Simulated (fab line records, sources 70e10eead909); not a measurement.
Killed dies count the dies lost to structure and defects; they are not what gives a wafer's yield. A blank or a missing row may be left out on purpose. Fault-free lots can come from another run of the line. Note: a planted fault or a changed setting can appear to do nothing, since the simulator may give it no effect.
Shared-tool check / flow nand_harc / Sampled: 11 lots, 33 wafers

== REASON IT WAS OPENED ==
Flagged at NHARC_A_ONON_D1_THK_MEAS_27: reading thk_nm, on 2 of 11 lots. Fault-free wafers read 1001 nm, with a standard deviation of 11.
Rule: a lot is flagged in two cases, either no wafer of it has a number, or all its wafers with numbers fall more than 4 standard deviations from that mean. As for the other lots, they are considered sound.

lot=L930; measured=day 7 13:34; on=film_metro-02; thk_nm (nm), wafer by wafer=1018 1019 1019; flag=
lot=L932; measured=day 8 01:53; on=film_metro-02; thk_nm (nm), wafer by wafer=1008 1008 1007; flag=
lot=L931; measured=day 8 01:55; on=film_metro-02; thk_nm (nm), wafer by wafer=1001 1000 1000; flag=
lot=L940; measured=day 10 09:09; on=film_metro-02; thk_nm (nm), wafer by wafer=610 609 611; flag=FLAGGED
lot=L944; measured=day 11 06:58; on=film_metro-01; thk_nm (nm), wafer by wafer=632 631 631; flag=FLAGGED
lot=L945; measured=day 11 16:30; on=film_metro-01; thk_nm (nm), wafer by wafer=1003 1004 1003; flag=
lot=L947; measured=day 12 08:06; on=film_metro-02; thk_nm (nm), wafer by wafer=992 993 992; flag=
lot=L948; measured=day 12 08:08; on=film_metro-02; thk_nm (nm), wafer by wafer=1010 1009 1009; flag=
lot=L949; measured=day 12 12:44; on=film_metro-02; thk_nm (nm), wafer by wafer=1011 1011 1013; flag=
lot=L953; measured=day 13 07:38; on=film_metro-02; thk_nm (nm), wafer by wafer=1000 999 999; flag=
lot=L952; measured=day 13 07:38; on=film_metro-01; thk_nm (nm), wafer by wafer=987 987 987; flag=
On average the flagged lots' numbers are 621 nm, which is -380 nm against the usual, or -35 standard deviations.

== LOT BY LOT: THE TOOL USED ==
2 process steps preceding the reading are held in the record, out of 1159 steps in the route. Read each cell as the tool, then ch plus the chambers that the sampled wafers visited, then the start.
lot=L930; flag=; NHARC_A_ZERO_WELL_DESCUM_12=rie_diel-11 ch 0,1,3, day 6 06:11; NHARC_A_ONON_D1_DEP_25=pecvd_onon-04 ch 0, day 7 13:03
lot=L932; flag=; NHARC_A_ZERO_WELL_DESCUM_12=rie_diel-11 ch 1,2, day 6 16:05; NHARC_A_ONON_D1_DEP_25=pecvd_onon-03 ch 0, day 8 01:23
lot=L931; flag=; NHARC_A_ZERO_WELL_DESCUM_12=rie_diel-11 ch 1,3, day 6 17:04; NHARC_A_ONON_D1_DEP_25=pecvd_onon-04 ch 0, day 8 01:31
lot=L940; flag=FLAGGED; NHARC_A_ZERO_WELL_DESCUM_12=rie_diel-04 ch 0,2, day 8 23:20; NHARC_A_ONON_D1_DEP_25=pecvd_onon-03 ch 0, day 10 08:45
lot=L944; flag=FLAGGED; NHARC_A_ZERO_WELL_DESCUM_12=rie_diel-04 ch 1,2,3, day 9 20:19; NHARC_A_ONON_D1_DEP_25=pecvd_onon-03 ch 0, day 11 06:31
lot=L945; flag=; NHARC_A_ZERO_WELL_DESCUM_12=rie_diel-10 ch 0,1,2, day 10 05:16; NHARC_A_ONON_D1_DEP_25=pecvd_onon-04 ch 0, day 11 16:10
lot=L947; flag=; NHARC_A_ZERO_WELL_DESCUM_12=rie_diel-04 ch 2,3, day 10 20:26; NHARC_A_ONON_D1_DEP_25=pecvd_onon-04 ch 0, day 12 07:35
lot=L948; flag=; NHARC_A_ZERO_WELL_DESCUM_12=rie_diel-11 ch 1,2, day 10 19:31; NHARC_A_ONON_D1_DEP_25=pecvd_onon-01 ch 0, day 12 07:40
lot=L949; flag=; NHARC_A_ZERO_WELL_DESCUM_12=rie_diel-10 ch 2,3, day 11 03:18; NHARC_A_ONON_D1_DEP_25=pecvd_onon-01 ch 0, day 12 12:13
lot=L953; flag=; NHARC_A_ZERO_WELL_DESCUM_12=rie_diel-10 ch 0,1, day 11 21:59; NHARC_A_ONON_D1_DEP_25=pecvd_onon-04 ch 0, day 13 07:07
lot=L952; flag=; NHARC_A_ZERO_WELL_DESCUM_12=rie_diel-11 ch 1,2,3, day 11 23:29; NHARC_A_ONON_D1_DEP_25=pecvd_onon-01 ch 0, day 13 07:15
These steps, and what they do:
- NHARC_A_ZERO_WELL_DESCUM_12: chemistry O2, time 3 s.
- NHARC_A_ONON_D1_DEP_25: target thk 1000 nm.
- NHARC_A_ONON_D1_THK_MEAS_27: measures by ellipsometry.

== FLAGGED OVER TOTAL, TOOL BY TOOL (the gauges that took the reading come last) ==
step=NHARC_A_ZERO_WELL_DESCUM_12; tool=rie_diel-04; lots run=3; flagged=2; share of the flagged lots=all; sound lots run after its first flagged lot=1 (L947)
step=NHARC_A_ZERO_WELL_DESCUM_12; tool=rie_diel-10; lots run=3; flagged=0; share of the flagged lots=none; sound lots run after its first flagged lot=-
step=NHARC_A_ZERO_WELL_DESCUM_12; tool=rie_diel-11; lots run=5; flagged=0; share of the flagged lots=none; sound lots run after its first flagged lot=-
step=NHARC_A_ONON_D1_DEP_25; tool=pecvd_onon-01; lots run=3; flagged=0; share of the flagged lots=none; sound lots run after its first flagged lot=-
step=NHARC_A_ONON_D1_DEP_25; tool=pecvd_onon-03; lots run=3; flagged=2; share of the flagged lots=all; sound lots run after its first flagged lot=0
step=NHARC_A_ONON_D1_DEP_25; tool=pecvd_onon-04; lots run=5; flagged=0; share of the flagged lots=none; sound lots run after its first flagged lot=-
step=NHARC_A_ONON_D1_THK_MEAS_27; tool=film_metro-01; lots run=3; flagged=1; share of the flagged lots=some; sound lots run after its first flagged lot=2 (L945,L952)
step=NHARC_A_ONON_D1_THK_MEAS_27; tool=film_metro-02; lots run=8; flagged=1; share of the flagged lots=some; sound lots run after its first flagged lot=4 (L947,L948,L949,L953)

== WHAT THE TABLE PERMITS ==
rie_diel-04 at NHARC_A_ZERO_WELL_DESCUM_12 and pecvd_onon-03 at NHARC_A_ONON_D1_DEP_25 are the 2 rows of the table that ran each flagged lot.
- rie_diel-04 at NHARC_A_ZERO_WELL_DESCUM_12: 2 of its 3 lots flagged. Sound lots ran on it after the first flagged one (L947), which a lasting fault on the whole tool wouldn't allow.
- pecvd_onon-03 at NHARC_A_ONON_D1_DEP_25: 2 of its 3 lots flagged. A fault beginning between L932 (day 8 01:23), its last sound lot, and L940 (day 10 08:45), its first flagged one, fits the data.
pecvd_onon-03 at NHARC_A_ONON_D1_DEP_25 is the single tool remaining.

== WHAT THE SIMULATOR PUT IN ==
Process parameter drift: pecvd_onon-03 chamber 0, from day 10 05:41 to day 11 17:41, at NHARC_A_ONON_D1_DEP_25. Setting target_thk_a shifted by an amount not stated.
Struck lots among those shown: L940, L944. The rule above reached the same finding.
